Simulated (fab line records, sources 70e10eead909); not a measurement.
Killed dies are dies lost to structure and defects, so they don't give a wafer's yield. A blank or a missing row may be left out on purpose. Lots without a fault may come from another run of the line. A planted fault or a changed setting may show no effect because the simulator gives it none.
A struck lot beside a sound one | flow nand_harc | 20 steps out of a route of 1159
Sound: wafers L185.1, L185.2, L185.4. Struck: wafers L195.1, L195.6. The cause comes at the end.
At each step with rows: each side's tool, then ch and its chambers, then its first start. Under that, the readings that differ: sound wafers | struck wafers | difference of the means | sigmas: that difference in standard deviations of wafers without a fault.
alike: readings whose means differ by less than 2 such deviations, and words and numbers that are the same on both sides. not compared: withheld readings, readings that some wafer has no value for, bounds like >300 that may hide the same value, and numbers for which the record gives no deviation and whose values overlap.
The two part at a step that has a row with sigmas, a row that says differs or no value, or rows on one side only. Numbers that don't overlap but have no deviation are shown without sigmas and don't part them. A reading that every wafer of one side lacks parts them only if that side has two wafers or more.

NHARC_P_GATE_CD_MEAS_59: target cd 720 nm.
  sound on cd_sem-01 ch 0, day 7 10:59; struck on cd_sem-01 ch 0, day 10 03:54
  alike: cd_nm
then, 1 step without rows for these wafers: NHARC_P_GATE_HARDBAKE_60 (time 80 s).
NHARC_P_GATE_DESCUM_61: chemistry O2, time 3 s.
  sound on rie_diel-09 ch 0,2,3, day 7 11:09; struck on rie_diel-09 ch 0,1, day 10 04:23
  alike: drypump_motor_current_A, oes_product_au, rf_vpp_V, showerhead_plenum_p_Torr, throttle_valve_pct
  not compared: rf_hours_counter_h
then, 1 step without rows for these wafers: NHARC_P_GATE_IMPLANT_62.
NHARC_P_GATE_STRIP_112: strips in N2/H2, time 200 s.
  sound on plasma_asher-02 ch 0,1, day 7 11:43; struck on plasma_asher-02 ch 0,1, day 10 04:46
  alike: drypump_motor_current_A, heater_power_w, rf_refl_power_W
  not compared: rf_hours_counter_h
NHARC_P_GATE_STRIP_76: strips in O2.
  sound on plasma_asher-02 ch 0,1, day 7 11:59; struck on plasma_asher-02 ch 0,1, day 10 05:01
  alike: drypump_motor_current_A, heater_power_w, rf_refl_power_W
  not compared: rf_hours_counter_h
then, 6 steps without rows for these wafers: NHARC_P_GATE_STRIP_63 (strips in SPM, time 900 s); NHARC_P_GATE_DEHYDRATE_83 (time 120 s); NHARC_P_GATE_HMDS_84 (time 30 s); NHARC_P_GATE_COAT_85; NHARC_P_GATE_SOFTBAKE_86 (time 95 s); NHARC_P_GATE_EBR_87.
NHARC_P_GATE_EXPOSE_88: exposes mask P HVN, target cd 2000 nm.
  sound on krf_scanner-04 ch 0, day 7 12:46; struck on krf_scanner-03 ch 0, day 10 05:47
  alike: mask
then, 2 steps without rows for these wafers: NHARC_P_GATE_PEB_89 (peb time 85 s); NHARC_P_GATE_DEVELOP_90 (time 70 s).
NHARC_P_GATE_CD_MEAS_91: target cd 2000 nm.
  sound on cd_sem-01 ch 0, day 7 12:55; struck on cd_sem-03 ch 0, day 10 05:57
  reading    | sound                | struck        | difference | sigmas
  cd_nm (nm) | 1998.2 1998.6 1999.7 | 2024.6 2020.4 | +23.7      | +12
then, 1 step without rows for these wafers: NHARC_P_GATE_HARDBAKE_92 (time 80 s).
NHARC_P_GATE_DESCUM_93: chemistry O2, time 3 s.
  sound on rie_diel-03 ch 0,1,3, day 7 13:04; struck on rie_diel-01 ch 2, day 10 06:16
  reading                 | sound             | struck      | difference | sigmas
  oes_product_au (a.u.)   | 1.012 0.997 1.013 | 0.980 0.967 | -0.034     | -3
  model.P_GATE.cd_nm (nm) | 1999 1998 1999    | 2024 2020   | +23        |
  alike: drypump_motor_current_A, rf_vpp_V, showerhead_plenum_p_Torr, throttle_valve_pct
  not compared: rf_hours_counter_h
then, 1 step without rows for these wafers: NHARC_P_GATE_IMPLANT_94.
-- the record jumps here: 14 days lie between the struck wafers' starts before and after (it left off in module P_GATE and takes up again in module END, whose first step shown is number 1159 of the route) --
NHARC_END_SORT_01:
  sound on prober-02 ch 0, day 22 10:01; struck on prober-01 ch 0, day 24 13:34
  alike: killed_at_array, killed_at_other, killed_at_periphery, killed_dies, killed_open, killed_short

WHERE THEY PART
First at NHARC_P_GATE_CD_MEAS_91; last, within this record, at NHARC_P_GATE_DESCUM_93. Later steps at which nothing parts them and some readings are alike: NHARC_END_SORT_01.

WHY: what the simulator had put in
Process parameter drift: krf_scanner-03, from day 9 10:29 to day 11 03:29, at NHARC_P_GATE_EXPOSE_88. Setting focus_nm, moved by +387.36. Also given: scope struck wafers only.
